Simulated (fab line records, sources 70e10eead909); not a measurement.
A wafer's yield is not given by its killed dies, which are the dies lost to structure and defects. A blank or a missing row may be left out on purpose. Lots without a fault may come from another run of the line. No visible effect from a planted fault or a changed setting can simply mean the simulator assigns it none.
fab line records | flow nand_harc
[record] lots = 6 | wafers = 18 | last_day = 34
route steps=1302 shown A_ONON_D1@428 END@1302
lots that met no fault: from a run of the same line without faults
start_h: hours from the record's first day to the start of the lot's first wafer shown | wait_h: hours since the lot's step before | " identical to the entry in the row above | L1.1+2: a single row standing in for several wafers | - value missing, or start not given | * or withheld: withheld | < > ~ a bound
route shown NAME@n: NAME is a module with steps in the file, n the number in the route of the first one | usual: mean/standard deviation taken from wafers without a fault | same: alike in all rows | chamber/n: place in a boat | sites: each site's reading | _std_site: how widely they spread, as a standard deviation | _edge_site: inner sites' mean taken away from outer sites' mean | radius_mm: how far each site lies from the wafer's centre | mask NAME#n: copy n | behind: the most recent tool/chamber to have shaped the wafer | hold: why the lot went on hold/how many hours it stayed there/how the hold came to an end | device: transistor that didn't switch, given as n, p or np | end of line: tests run on the same wafers once the route is complete | step lacking rows: just its recipe | killed: dies that structure and defects cost at the first sort, which is not the same as the wafer's yield | map: a wafer's dies, x killed, . not, _ none there
set.NAME: the setting as run; set.NAME@STEP: as run at that earlier step | model.NAME: the simulator's own value behind a step, which no gauge read
certain route steps with their lots: each step a table, each wafer a row
services: from which hour (start_h, from the record's first day; less than 0 if before it) a tool's chamber was out of use, for how many hours, and why
[[steps]]
[step NHARC_A_ONON_D1_DEP_06]
[recipe] target_thk_a = 10000 | n2_flow_sccm = 2750 | n2o_flow_sccm = 2000 | nh3_flow_sccm = 500 | sih4_flow_sccm = 210 | temp_c = 400
[step NHARC_A_ONON_D1_THK_MEAS_08]
[recipe] thk_meas_gauge = ellipsometry
[usual] thk_nm = 997/9.8
lot.wafer | tool          | chamber | start_h | wait_h | thk_nm
L545.1    | film_metro-01 | -       | 207.59  | -      | 1000
L545.5    | "             | -       | "       | "      | 1000
L545.6    | "             | -       | "       | "      | 1000
L546.2    | film_metro-01 | -       | 217.12  | -      | 965
L546.3    | "             | -       | "       | "      | 967
L546.6    | "             | -       | "       | "      | 966
L558.1    | film_metro-01 | -       | 335.30  | -      | 989
L558.3    | "             | -       | "       | "      | 990
L558.6    | "             | -       | "       | "      | 991
L559.2    | film_metro-02 | -       | 345.77  | -      | 992
L559.4    | "             | -       | "       | "      | 994
L559.5    | "             | -       | "       | "      | 995
L560.2    | film_metro-02 | -       | 359.67  | -      | 1009
L560.3    | "             | -       | "       | "      | 1007
L560.5    | "             | -       | "       | "      | 1009
L564.2    | film_metro-01 | -       | 390.67  | -      | 984
L564.3    | "             | -       | "       | "      | 985
L564.6    | "             | -       | "       | "      | 986
[step NHARC_A_ONON_D1_DEP_09]
[recipe] target_thk_a = 10000 | n2_flow_sccm = 2750 | n2o_flow_sccm = 2000 | nh3_flow_sccm = 500 | sih4_flow_sccm = 210 | temp_c = 400
[step NHARC_A_ONON_D1_THK_MEAS_11]
[recipe] thk_meas_gauge = ellipsometry
[usual] thk_nm = 999/10
lot.wafer | tool          | chamber | start_h | wait_h | thk_nm
L545.1    | film_metro-02 | -       | 208.15  | -      | 1012
L545.5    | "             | -       | "       | "      | 1012
L545.6    | "             | -       | "       | "      | 1010
L546.2    | film_metro-02 | -       | 217.69  | -      | 981
L546.3    | "             | -       | "       | "      | 982
L546.6    | "             | -       | "       | "      | 981
L558.1    | film_metro-02 | -       | 335.87  | -      | 1004
L558.3    | "             | -       | "       | "      | 1005
L558.6    | "             | -       | "       | "      | 1002
L559.2    | film_metro-02 | -       | 346.34  | -      | 998
L559.4    | "             | -       | "       | "      | 996
L559.5    | "             | -       | "       | "      | 996
L560.2    | film_metro-01 | -       | 360.24  | -      | 1010
L560.3    | "             | -       | "       | "      | 1010
L560.5    | "             | -       | "       | "      | 1011
L564.2    | film_metro-01 | -       | 391.25  | -      | 1012
L564.3    | "             | -       | "       | "      | 1010
L564.6    | "             | -       | "       | "      | 1010
[step NHARC_A_ONON_D1_DEP_12]
[recipe] target_thk_a = 10000 | n2_flow_sccm = 2750 | n2o_flow_sccm = 2000 | nh3_flow_sccm = 500 | sih4_flow_sccm = 210 | temp_c = 400
[step NHARC_A_ONON_D1_THK_MEAS_14]
[recipe] thk_meas_gauge = ellipsometry
[usual] thk_nm = 999/10
lot.wafer | tool          | chamber | start_h | wait_h | thk_nm
L545.1    | film_metro-01 | -       | 208.72  | -      | 1005
L545.5    | "             | -       | "       | "      | 1006
L545.6    | "             | -       | "       | "      | 1006
L546.2    | film_metro-02 | -       | 218.26  | -      | 1005
L546.3    | "             | -       | "       | "      | 1003
L546.6    | "             | -       | "       | "      | 1004
L558.1    | film_metro-02 | -       | 336.44  | -      | 1007
L558.3    | "             | -       | "       | "      | 1008
L558.6    | "             | -       | "       | "      | 1008
L559.2    | film_metro-01 | -       | 346.91  | -      | 990
L559.4    | "             | -       | "       | "      | 990
L559.5    | "             | -       | "       | "      | 991
L560.2    | film_metro-02 | -       | 360.81  | -      | 1003
L560.3    | "             | -       | "       | "      | 1003
L560.5    | "             | -       | "       | "      | 1003
L564.2    | film_metro-02 | -       | 391.82  | -      | 1007
L564.3    | "             | -       | "       | "      | 1008
L564.6    | "             | -       | "       | "      | 1007
[step NHARC_A_ONON_D1_ANNEAL_15]
[recipe] temp_c = 750 | time_s = 3600
[step NHARC_A_ONON_D1_DEP_16]
[recipe] target_thk_a = 10000 | n2_flow_sccm = 2750 | n2o_flow_sccm = 2000 | nh3_flow_sccm = 500 | sih4_flow_sccm = 210 | temp_c = 400
[step NHARC_A_ONON_D1_THK_MEAS_18]
[recipe] thk_meas_gauge = ellipsometry
[usual] thk_nm = 997/10
lot.wafer | tool          | chamber | start_h | wait_h | thk_nm
L545.1    | film_metro-02 | -       | 219.57  | -      | 989
L545.5    | "             | -       | "       | "      | 989
L545.6    | "             | -       | "       | "      | 992
L546.2    | film_metro-02 | -       | 226.17  | -      | 983
L546.3    | "             | -       | "       | "      | 983
L546.6    | "             | -       | "       | "      | 983
L558.1    | film_metro-01 | -       | 347.47  | -      | 1011
L558.3    | "             | -       | "       | "      | 1013
L558.6    | "             | -       | "       | "      | 1014
L559.2    | film_metro-02 | -       | 358.71  | -      | 998
L559.4    | "             | -       | "       | "      | 997
L559.5    | "             | -       | "       | "      | 997
L560.2    | film_metro-02 | -       | 371.59  | -      | 997
L560.3    | "             | -       | "       | "      | 997
L560.5    | "             | -       | "       | "      | 999
L564.2    | film_metro-02 | -       | 399.64  | -      | 993
L564.3    | "             | -       | "       | "      | 992
L564.6    | "             | -       | "       | "      | 992
[step NHARC_A_ONON_D1_DEP_19]
[recipe] target_thk_a = 10000 | n2_flow_sccm = 2750 | n2o_flow_sccm = 2000 | nh3_flow_sccm = 500 | sih4_flow_sccm = 210 | temp_c = 400
[step NHARC_A_ONON_D1_THK_MEAS_21]
[recipe] thk_meas_gauge = ellipsometry
[usual] thk_nm = 1001/10
lot.wafer | tool          | chamber | start_h | wait_h | thk_nm
L545.1    | film_metro-01 | -       | 220.12  | -      | 1000
L545.5    | "             | -       | "       | "      | 999
L545.6    | "             | -       | "       | "      | 998
L546.2    | film_metro-01 | -       | 226.73  | -      | 1004
L546.3    | "             | -       | "       | "      | 1003
L546.6    | "             | -       | "       | "      | 1003
L558.1    | film_metro-02 | -       | 348.04  | -      | 1020
L558.3    | "             | -       | "       | "      | 1022
L558.6    | "             | -       | "       | "      | 1021
L559.2    | film_metro-02 | -       | 359.28  | -      | 1011
L559.4    | "             | -       | "       | "      | 1011
L559.5    | "             | -       | "       | "      | 1011
L560.2    | film_metro-01 | -       | 372.30  | -      | 1006
L560.3    | "             | -       | "       | "      | 1005
L560.5    | "             | -       | "       | "      | 1008
L564.2    | film_metro-01 | -       | 400.20  | -      | 993
L564.3    | "             | -       | "       | "      | 993
L564.6    | "             | -       | "       | "      | 991
[step NHARC_A_ONON_D1_DEP_22]
[recipe] target_thk_a = 10000 | n2_flow_sccm = 2750 | n2o_flow_sccm = 2000 | nh3_flow_sccm = 500 | sih4_flow_sccm = 210 | temp_c = 400
lot.wafer  | tool          | chamber | start_h | wait_h
L545.1+5+6 | pecvd_onon-04 | 0       | 220.18  | 0.1
L546.2+3+6 | pecvd_onon-02 | 0       | 226.85  | 0.1
L558.1+3+6 | pecvd_onon-02 | 0       | 348.09  | 0.1
L559.2+4+5 | pecvd_onon-02 | 0       | 359.40  | 0.1
L560.2+3+5 | pecvd_onon-01 | 0       | 372.55  | 0.2
L564.2+3+6 | pecvd_onon-04 | 0       | 400.32  | 0.1
[step NHARC_A_ONON_D1_THK_MEAS_24]
[recipe] thk_meas_gauge = ellipsometry
[usual] thk_nm = 997/10
lot.wafer | tool          | chamber | start_h | wait_h | thk_nm
L545.1    | film_metro-02 | -       | 220.69  | -      | 993
L545.5    | "             | -       | "       | "      | 995
L545.6    | "             | -       | "       | "      | 991
L546.2    | film_metro-01 | -       | 227.30  | -      | 996
L546.3    | "             | -       | "       | "      | 996
L546.6    | "             | -       | "       | "      | 997
L558.1    | film_metro-02 | -       | 348.60  | -      | 1002
L558.3    | "             | -       | "       | "      | 685
L558.6    | "             | -       | "       | "      | 685
L559.2    | film_metro-02 | -       | 359.85  | -      | 1005
L559.4    | "             | -       | "       | "      | 1008
L559.5    | "             | -       | "       | "      | 692
L560.2    | film_metro-01 | -       | 373.00  | -      | 997
L560.3    | "             | -       | "       | "      | 996
L560.5    | "             | -       | "       | "      | 998
L564.2    | film_metro-02 | -       | 400.77  | -      | 987
L564.3    | "             | -       | "       | "      | 988
L564.6    | "             | -       | "       | "      | 987
[step NHARC_A_ONON_D1_DEP_25]
[recipe] target_thk_a = 10000 | n2_flow_sccm = 2750 | n2o_flow_sccm = 2000 | nh3_flow_sccm = 500 | sih4_flow_sccm = 210 | temp_c = 400
[step NHARC_END_SORT_01]
[recipe] temp_c = 25
[usual] killed_at_array = 53/21 | killed_at_other = 1.0/1.3 | killed_at_periphery = 3.8/2.4 | killed_dies = 58/21 | killed_open = 3.4/1.9 | killed_short = 2.4/1.5
[same] gross_dies = 677
lot.wafer | tool      | chamber | start_h | wait_h | killed_at_array | killed_at_other | killed_at_periphery | killed_dies | killed_open | killed_short
L558.3    | prober-01 | 0       | 744.31  | 3.1    | 675             | 1               | 1                   | 677         | 2           | 2
L558.6    | prober-01 | 0       | 746.70  | 4.0    | 670             | 3               | 4                   | 677         | 6           | 4
L559.5    | prober-01 | 0       | 754.61  | 3.7    | 672             | 1               | 4                   | 677         | 4           | 0
// killed by level:class
L558.3 A_ONON_D1:area_dep=624 A_CHANNEL_HOLE_D1:chamber_film_flake=36 A_STAIRCASE:chamber_film_flake=3 A_SLIT:chamber_film_flake=2 A_WL_FILL:chamber_film_flake=2 A_ONON_D1:geometric_particle:open=1 A_ONON_D2:geometric_particle:short=1 A_STAIRCASE:geometric_particle:short=1
L558.6 A_ONON_D1:area_dep=635 A_CHANNEL_HOLE_D1:chamber_film_flake=17 A_SLIT:chamber_film_flake=7 THIN_TSV:chamber_film_flake=3 A_CHANNEL_FILL_D2:geometric_particle:open=2 A_CHANNEL_FILL_D2:geometric_particle:short=2 P_GATE:geometric_particle:open=1 P_CONTACT:geometric_particle:open=1
L559.5 A_ONON_D1:area_dep=617 A_SLIT:chamber_film_flake=28 A_CHANNEL_HOLE_D1:chamber_film_flake=15 A_STAIRCASE:chamber_film_flake=3 P_ZERO_WELL:chamber_film_flake=2 A_BLC:chamber_film_flake=2 A_CONTACT:chamber_film_flake=2 P_M0:geometric_particle:open=1
// map L558.3 (x killed, . not)
____________x____________
_________xxxxxxx_________
_______xxxxxxxxxxx_______
______xxxxxxxxxxxxx______
_____xxxxxxxxxxxxxxx_____
____xxxxxxxxxxxxxxxxx____
____xxxxxxxxxxxxxxxxx____
___xxxxxxxxxxxxxxxxxxx___
___xxxxxxxxxxxxxxxxxxx___
__xxxxxxxxxxxxxxxxxxxxx__
__xxxxxxxxxxxxxxxxxxxxx__
_xxxxxxxxxxxxxxxxxxxxxxx_
_xxxxxxxxxxxxxxxxxxxxxxx_
_xxxxxxxxxxxxxxxxxxxxxxx_
_xxxxxxxxxxxxxxxxxxxxxxx_
_xxxxxxxxxxxxxxxxxxxxxxx_
xxxxxxxxxxxxxxxxxxxxxxxxx
xxxxxxxxxxxxxxxxxxxxxxxxx
xxxxxxxxxxxxxxxxxxxxxxxxx
xxxxxxxxxxxxxxxxxxxxxxxxx
xxxxxxxxxxxxxxxxxxxxxxxxx
_xxxxxxxxxxxxxxxxxxxxxxx_
_xxxxxxxxxxxxxxxxxxxxxxx_
_xxxxxxxxxxxxxxxxxxxxxxx_
_xxxxxxxxxxxxxxxxxxxxxxx_
_xxxxxxxxxxxxxxxxxxxxxxx_
__xxxxxxxxxxxxxxxxxxxxx__
__xxxxxxxxxxxxxxxxxxxxx__
___xxxxxxxxxxxxxxxxxxx___
___xxxxxxxxxxxxxxxxxxx___
____xxxxxxxxxxxxxxxxx____
____xxxxxxxxxxxxxxxxx____
_____xxxxxxxxxxxxxxx_____
______xxxxxxxxxxxxx______
_______xxxxxxxxxxx_______
_________xxxxxxx_________
____________x____________
// map L559.5 (x killed, . not)
____________x____________
_________xxxxxxx_________
_______xxxxxxxxxxx_______
______xxxxxxxxxxxxx______
_____xxxxxxxxxxxxxxx_____
____xxxxxxxxxxxxxxxxx____
____xxxxxxxxxxxxxxxxx____
___xxxxxxxxxxxxxxxxxxx___
___xxxxxxxxxxxxxxxxxxx___
__xxxxxxxxxxxxxxxxxxxxx__
__xxxxxxxxxxxxxxxxxxxxx__
_xxxxxxxxxxxxxxxxxxxxxxx_
_xxxxxxxxxxxxxxxxxxxxxxx_
_xxxxxxxxxxxxxxxxxxxxxxx_
_xxxxxxxxxxxxxxxxxxxxxxx_
_xxxxxxxxxxxxxxxxxxxxxxx_
xxxxxxxxxxxxxxxxxxxxxxxxx
xxxxxxxxxxxxxxxxxxxxxxxxx
xxxxxxxxxxxxxxxxxxxxxxxxx
xxxxxxxxxxxxxxxxxxxxxxxxx
xxxxxxxxxxxxxxxxxxxxxxxxx
_xxxxxxxxxxxxxxxxxxxxxxx_
_xxxxxxxxxxxxxxxxxxxxxxx_
_xxxxxxxxxxxxxxxxxxxxxxx_
_xxxxxxxxxxxxxxxxxxxxxxx_
_xxxxxxxxxxxxxxxxxxxxxxx_
__xxxxxxxxxxxxxxxxxxxxx__
__xxxxxxxxxxxxxxxxxxxxx__
___xxxxxxxxxxxxxxxxxxx___
___xxxxxxxxxxxxxxxxxxx___
____xxxxxxxxxxxxxxxxx____
____xxxxxxxxxxxxxxxxx____
_____xxxxxxxxxxxxxxx_____
______xxxxxxxxxxxxx______
_______xxxxxxxxxxx_______
_________xxxxxxx_________
____________x____________
[[services]]
tool          | chamber | start_h | hours | kind
pecvd_onon-01 | -       | 217.97  | 4.4   | repair
pecvd_onon-04 | -       | 235.01  | 6.0   | repair
pecvd_onon-01 | -       | 269.95  | 13.0  | pm
pecvd_onon-04 | -       | 311.12  | 13.0  | pm
pecvd_onon-02 | -       | 366.03  | 13.0  | pm
[[key]]
[first_sign] step = NHARC_A_ONON_D1_THK_MEAS_24 | reading = thk_nm | direction = down | sigmas = 30 | usual = 997 | struck = 688
[effect] step = NHARC_END_SORT_01 | reading = killed_dies | direction = up | sigmas = 30 | usual = 58 | struck = 677
[more_kills_born_at] NHARC_A_ONON_D1_DEP_22@pecvd_onon-02 = 1876
met_at NHARC_A_ONON_D1_DEP_22
struck_wafers L558.3,L558.6,L559.5
later_rows_left_out L558.3,L558.6,L559.5
tester_left_out L558,L559
onset_between 226.85 348.09
[fault] kind = process_parameter_drift | tool = pecvd_onon-02 | chamber = - | onset_h = 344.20 | steps = NHARC_A_ONON_D1_DEP_22 | channel = target_thk_a | offset = * | shape = step | end_h = 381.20 | scope = struck_wafers_only | acts_in = * | stated = *
// tester_left_out: of these lots the tester's yield and bins aren't shown, on N5 and GAA mostly nor the transistor test; their killed dies are dies lost to structure and defects alone, not to doping, threshold or leakage, so they don't give the yield
// later_rows_left_out: the simulator's readings of these wafers behind a module that went badly wrong aren't trusted and aren't shown, but for the sort
